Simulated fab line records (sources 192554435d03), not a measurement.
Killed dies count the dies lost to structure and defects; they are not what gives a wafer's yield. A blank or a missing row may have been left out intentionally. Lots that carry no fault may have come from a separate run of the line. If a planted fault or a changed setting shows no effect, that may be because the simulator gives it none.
fab line records | flow n5Finfet
record lots=5 wafers=13 lastDay=20
route steps=1938 shown BEOL_M13@1704 BEOL_M14@1716
lots that met no fault: from a run of the same line without faults
startH: hours from the record's first day to the start of the lot's first wafer shown | waitH: time in hours since the lot's previous step | " the same as in the row above | L1.1+2: several wafers, shown together as one row | - no value, or no start given | * or withheld: withheld | < > ~ a bound
route shown NAME@n: NAME is a module with steps in the file, n the number in the route of the first one | usual: the fault-free wafers' mean and standard deviation | same: alike in all rows | chamber/n: place in a boat | sites: the reading at each site | _std_site: their standard deviation | _edge_site: inner sites' mean taken away from outer sites' mean | radiusMm: how far each site lies from the wafer's centre | mask NAME#n: copy n | behind: the last tool/chamber to shape the wafer | hold: the reason the lot was held/the length of the hold in hours/how it ended | device: the n, p or np transistor that did not switch | end of line: tests of these same wafers at the route's end | a step given without rows: its recipe and nothing more | killed: count of dies lost to structure and defects at first sort (not the wafer's yield) | map: per-die view of a wafer (x killed, . not killed, _ where there is no die)
set.NAME: the run value of the setting; set.NAME@STEP: its run value at that earlier step | model.NAME: the simulator's own value behind a step, which no gauge read
certain route steps with their lots: each step a table, each wafer a row
services: when a tool's chamber went out of use (startH, in hours from the record's first day, below 0 if earlier), for how many hours, and the reason
## steps
# step N5_BEOL_M13_PRE_CLEAN_42
# recipe gas=H2/He timeS=30 tempC=250
# step N5_BEOL_M13_SPUTTER_43
# recipe material=TaN targetThkA=150 tempC=50 biasV=168.6 powerW=15000 chamberPressurePa=0.12 timeS=24.19
# step N5_BEOL_M13_SPUTTER_44
# recipe material=Ta targetThkA=100 tempC=50 biasV=80 powerW=15000 chamberPressurePa=0.07 timeS=16.13
# step N5_BEOL_M13_SPUTTER_45
# recipe material=Cu targetThkA=800 tempC=-20 biasV=60 powerW=26000 chamberPressurePa=0.13 timeS=13.33
# step N5_BEOL_M13_ECD_47
# recipe material=Cu targetThkA=9360
# step N5_BEOL_M13_ANNEAL_48
# recipe tempC=225 timeS=90 ambient=N2
# step N5_BEOL_M13_CMP_49
# recipe stopOn=SiOC tOverpolishS=17.1 downForcePsi=1 platenRpm=50 clearingPlatenDownForcePsi=1.5 clearingPlatenRpm=50 postCmpClean=cuAlkaline targetThkNm=420 clearingPlatenPadVelocityMS=0.99484 padVelocityMS=0.99484
# step N5_BEOL_M13_PRE_CLEAN_52
# recipe gas=NH3 timeS=15 tempC=withheld rfPowerW=300
# step N5_BEOL_M13_DEP_53
# recipe material=SiCN targetThkA=500 tempC=withheld precursor=3MS/NH3 pressureTorr=3 rfW=675 timeS=17.8
# step N5_BEOL_M14_ILD_DEP_00
# recipe material=SiO2 targetThkA=11193 tempC=400 precursor=TEOS/O2 pressureTorr=6.5 rfW=900 teosFlowSccm=161.4 gas=O2 flowSccm=2650 timeS=237.4
# usual heaterPowerW=513/61 showerheadPlenumPTorr=8.33/0.03 throttleValvePct=18.9/1.1
# columns lot.wafer tool chamber startH waitH heaterPowerW showerheadPlenumPTorr throttleValvePct model.SiO2_of_BEOL_M14_ILD_DEP_00.thkNm
L708.1 pecvd-01 0 297.17 0.0 539 8.32 18.9 1088
L708.4 " 2 " " 420 8.39 17.9 1116
L708.6 " 0 " " 397 8.31 19.0 1101
L714.2 pecvd-01 2 334.96 0.0 569 8.39 17.8 1267
L714.4 " 0 " " 507 8.34 19.1 1110
L717.2 pecvd-01 2 349.99 0.0 484 8.35 17.9 1252
L717.6 " 0 " " 491 8.32 19.0 1097
L720.2 pecvd-01 1 369.52 0.0 480 8.32 21.4 1278
L720.3 " 0 " " 539 8.33 19.0 1090
L720.5 " 0 " " 393 8.33 19.0 1270
L729.3 pecvd-03 0 439.22 0.1 429 8.34 19.9 1104
L729.4 " 1 " " 455 8.30 18.1 1105
L729.6 " 1 " " 522 8.31 18.0 1092
# step N5_BEOL_M14_THK_MEAS_01
# recipe reads=SiO2_of_BEOL_M14_ILD_DEP_00
# usual M14_ILD_THK=1117/15
# columns lot.wafer tool chamber startH waitH M14_ILD_THK[nm]
L708.1 filmMetro-02 - 297.36 0.1 1088
L708.4 " - " " 1116
L708.6 " - " " 1100
L714.2 filmMetro-01 - 335.15 0.1 1267
L714.4 " - " " 1110
L717.2 filmMetro-02 - 350.18 0.1 1251
L717.6 " - " " 1096
L720.2 filmMetro-02 - 369.71 0.1 1278
L720.3 " - " " 1090
L720.5 " - " " 1269
L729.3 filmMetro-01 - 439.41 0.1 1105
L729.4 " - " " 1105
L729.6 " - " " 1092
# step N5_BEOL_M14_COAT_58
# recipe resist=BARC tempC=205 timeS=60 spinRpm=1500 resistThkNm=89
# step N5_BEOL_M14_COAT_04
# recipe spinRpm=1704 resistThkNm=800
# step N5_BEOL_M14_EBR_06
# recipe solvent=PGMEA ebrWidthMm=1.5
# step N5_BEOL_M14_SOFTBAKE_05
# recipe tempC=130 timeS=60
# step N5_BEOL_M14_EXPOSE_07
# recipe maskId=V13 na=0.8 sourceShape=annular sigmaInner=0.5 sigmaOuter=0.8 polarization=unpolarized attpsmPhaseDeg=180 doseMj=57
# step N5_BEOL_M14_PEB_08
# recipe pebTempC=130 pebTimeS=90
# step N5_BEOL_M14_DEVELOP_09
# recipe developTimeS=45 rinseLiquid=diw dry=airSpin devTempC=21
# step N5_BEOL_M14_HARDBAKE_14
# recipe tempC=130 timeS=120
# step N5_BEOL_M14_DESCUM_15
# recipe chemistry=O2 timeS=7.9 sourcePowerW=50 biasPowerW=20 pressureMtorr=20 rfFrequencyHz=2.712e+07 tempC=40 o2FlowSccm=225
# step N5_BEOL_M14_ETCH_59
# recipe chemistry=N2/H2 target=BARC targetDepthA=890 overetchA=267 timeS=67.9 ionEnergyEv=200 pressureMtorr=30 sourceW=840 biasW=150 n2FlowSccm=200 h2FlowSccm=200
# step N5_BEOL_M14_VIA_ETCH_16
# recipe chemistry=C4F8/O2/Ar target=SiO2 heInnerTorr=15 heOuterTorr=30 targetDepthA=12313 timeS=withheld ionEnergyEv=800 pressureMtorr=20 sourceW=1905 biasW=2040 Ar_flow_sccm=400 C4F8_flow_sccm=16 O2_flow_sccm=12 ends=cleared
# usual drypumpMotorCurrentA=5.6/0.52 mfcArSccm=400.1/1.2 oes_f_703_au=0.82/0.071 oes_o_777_au=0.82/0.068 oesProductAu=0.74/0.068 rfVppV=2232/19 showerheadPlenumPTorr=3.50/0.12 throttleValvePct=30.85/0.19
# columns lot.wafer tool chamber startH waitH drypumpMotorCurrentA mfcArSccm oes_f_703_au oes_o_777_au oesProductAu rfVppV showerheadPlenumPTorr throttleValvePct model.etch.depthNm model.coat_of_BEOL_M14_COAT_04.thkNm
L708.1 rieDiel-03 3 297.84 0.0 4.8 399.8 0.69 0.70 0.62 2237 3.52 31.26 1088 461
L708.4 " 1 " " 6.5 399.2 0.80 0.80 0.73 2243 3.60 30.91 1116 454.2
L708.6 " 0 " " 5.5 401.6 0.91 0.90 0.82 2215 3.35 30.54 1101 459.2
L714.2 rieDiel-03 0 335.76 0.0 5.5 398.9 0.88 0.87 0.79 2216 3.34 30.53 1267 419
L714.4 " 2 " " 5.3 399.1 0.98 0.97 0.90 2241 3.67 30.85 1110 454
L717.2 rieDiel-03 0 350.79 0.0 5.6 401.6 0.87 0.87 0.78 2214 3.34 30.54 1252 426.4
L717.6 " 0 " " 5.5 400.4 0.87 0.86 0.78 2215 3.34 30.53 1097 462.2
L720.2 rieDiel-04 1 370.19 0.0 5.1 398.5 0.80 0.81 0.72 2229 3.59 30.54 1278 418
L720.3 " 3 " " 6.0 401.4 0.86 0.85 0.78 2234 3.63 31.02 1090 463.6
L720.5 " 0 " " 5.3 400.5 0.79 0.79 0.71 2262 3.33 30.91 1270 419.6
L729.3 rieDiel-04 1 440.10 0.0 5.0 400.5 0.78 0.79 0.70 2229 3.58 30.57 1104 457.6
L729.4 " 3 " " 6.0 400.6 0.82 0.82 0.75 2236 3.61 31.06 1105 462.8
L729.6 " 1 " " 5.0 399.0 0.79 0.79 0.71 2227 3.58 30.58 1092 464.2
# step N5_BEOL_M14_STRIP_63
# recipe chemistry=O2 powerW=600 tempC=60 pressureMtorr=30 rfFrequencyHz=6e+07 biasPowerW=0 overashFraction=0.3 o2FlowSccm=225
# step N5_BEOL_M14_STRIP_64
# recipe chemistry=O2 powerW=600 tempC=60 pressureMtorr=30 rfFrequencyHz=6e+07 biasPowerW=0 overashFraction=0.3 o2FlowSccm=225
# step N5_BEOL_M14_STRIP_71
# recipe chemistry=postEtchResidueRemover timeS=60 tempC=25 removerPh=withheld removerWaterWtPct=withheld removerFluorideWtPct=withheld
# step N5_BEOL_M14_SRD_72
# recipe timeS=30 tempC=23 rinseLiquid=diw dry=n2Spin spinRpm=1500 dryTimeS=30
# step N5_BEOL_M14_COAT_65
# recipe resist=SOC tempC=250 timeS=60 spinRpm=1500 resistThkNm=450
# step N5_BEOL_M14_COAT_66
# recipe resist=SiARC tempC=220 timeS=60 spinRpm=1500 resistThkNm=110
# step N5_BEOL_M14_COAT_22
# recipe spinRpm=2888 resistThkNm=300
# step N5_BEOL_M14_EBR_24
# recipe solvent=PGMEA ebrWidthMm=1.5
# step N5_BEOL_M14_SOFTBAKE_23
# recipe tempC=130 timeS=60
# step N5_BEOL_M14_EXPOSE_25
# recipe maskId=M14 na=0.8 sourceShape=annular sigmaInner=0.5 sigmaOuter=0.8 polarization=unpolarized targetCdNm=280 doseMj=26.6
# step N5_BEOL_M14_PEB_26
# recipe pebTempC=130 pebTimeS=90
# step N5_BEOL_M14_DEVELOP_27
# recipe developTimeS=45 rinseLiquid=diw dry=airSpin devTempC=21
# step N5_BEOL_M14_HARDBAKE_32
# recipe tempC=130 timeS=120
# step N5_BEOL_M14_CMP_49
# recipe stopOn=SiO2 tOverpolishS=5.2 downForcePsi=2 platenRpm=80 clearingPlatenDownForcePsi=2 clearingPlatenRpm=80 postCmpClean=cuAlkaline targetThkNm=560 clearingPlatenPadVelocityMS=1.5917 padVelocityMS=1.5917
# usual motorCurrentA=7.9/0.76
# columns lot.wafer tool chamber startH waitH motorCurrentA model.SiO2_of_BEOL_M14_ILD_DEP_00.thkNm
L708.4 cmp-03 2 300.49 0.2 7.6 1036
L708.1 " 0 " " 7.8 1008
L708.6 " 1 " " 9.0 1022
L714.2 cmp-03 1 340.19 0.3 8.6 1187
L714.4 " 2 " " 7.3 1031
L717.2 cmp-03 1 355.45 0.5 7.9 1174
L717.6 " 2 " " 7.5 1016
L720.3 cmp-04 0 376.95 0.2 5.9 1011
L720.2 " 2 " " 7.3 1198
L720.5 " 1 " " 9.3 1190
L729.3 cmp-01 1 444.16 0.2 7.6 1023
L729.4 " 0 " " 7.5 1025
L729.6 " 1 " " 7.6 1011
## services
# columns tool chamber startH hours kind
cmp-03 - 273.77 4.5 pm
cmp-03 - 292.87 4.8 pm
rieDiel-04 1 294.03 23.1 repair
pecvd-03 0 296.00 7.2 repair
rieDiel-03 2 313.71 - clean
rieDiel-03 2 313.71 - consumableReplace:focusRing
rieDiel-03 2 313.71 - consumableReplace:showerhead
rieDiel-03 2 313.71 17.9 scheduledDown
cmp-04 - 316.71 4.0 pm
pecvd-03 2 318.15 4.3 repair
cmp-03 - 333.31 1.5 repair
cmp-03 - 341.65 1.3 repair
rieDiel-03 - 353.27 4.3 pm
pecvd-01 0 353.33 2.1 scheduledDown
cmp-03 - 356.61 1.8 repair
pecvd-03 - 363.53 2.8 pm
cmp-01 - 369.76 0.3 repair
pecvd-01 1 370.45 5.5 scheduledDown
cmp-01 - 387.43 4.0 pm
cmp-04 - 410.95 6.7 pm
pecvd-01 - 411.46 2.8 pm
pecvd-03 2 425.87 28.7 repair
cmp-04 - 428.41 2.5 repair
cmp-01 - 441.90 1.4 repair
## key
firstSign step=N5_BEOL_M14_THK_MEAS_01 reading=M14_ILD_THK direction=up sigmas=10 usual=1117 struck=1266
effect none on later readings
modelEffect step=N5_BEOL_M14_ILD_DEP_00 value=SiO2_of_BEOL_M14_ILD_DEP_00.thkNm without=1104 struck=1267
modelEffect step=N5_BEOL_M14_VIA_ETCH_16 value=etch.depthNm without=1104 struck=1267
modelEffect step=N5_BEOL_M14_CMP_49 value=SiO2_of_BEOL_M14_ILD_DEP_00.thkNm without=1024 struck=1187
metAt N5_BEOL_M14_ILD_DEP_00
struckWafers L714.2,L717.2,L720.2,L720.5
onsetBetween 297.17 334.96
fault kind=processParameterDrift tool=pecvd-01 chamber=- onsetH=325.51 steps=N5_BEOL_M14_ILD_DEP_00 channel=targetThkA offset=* shape=step endH=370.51 scope=struckWafersOnly actsIn=* stated=*
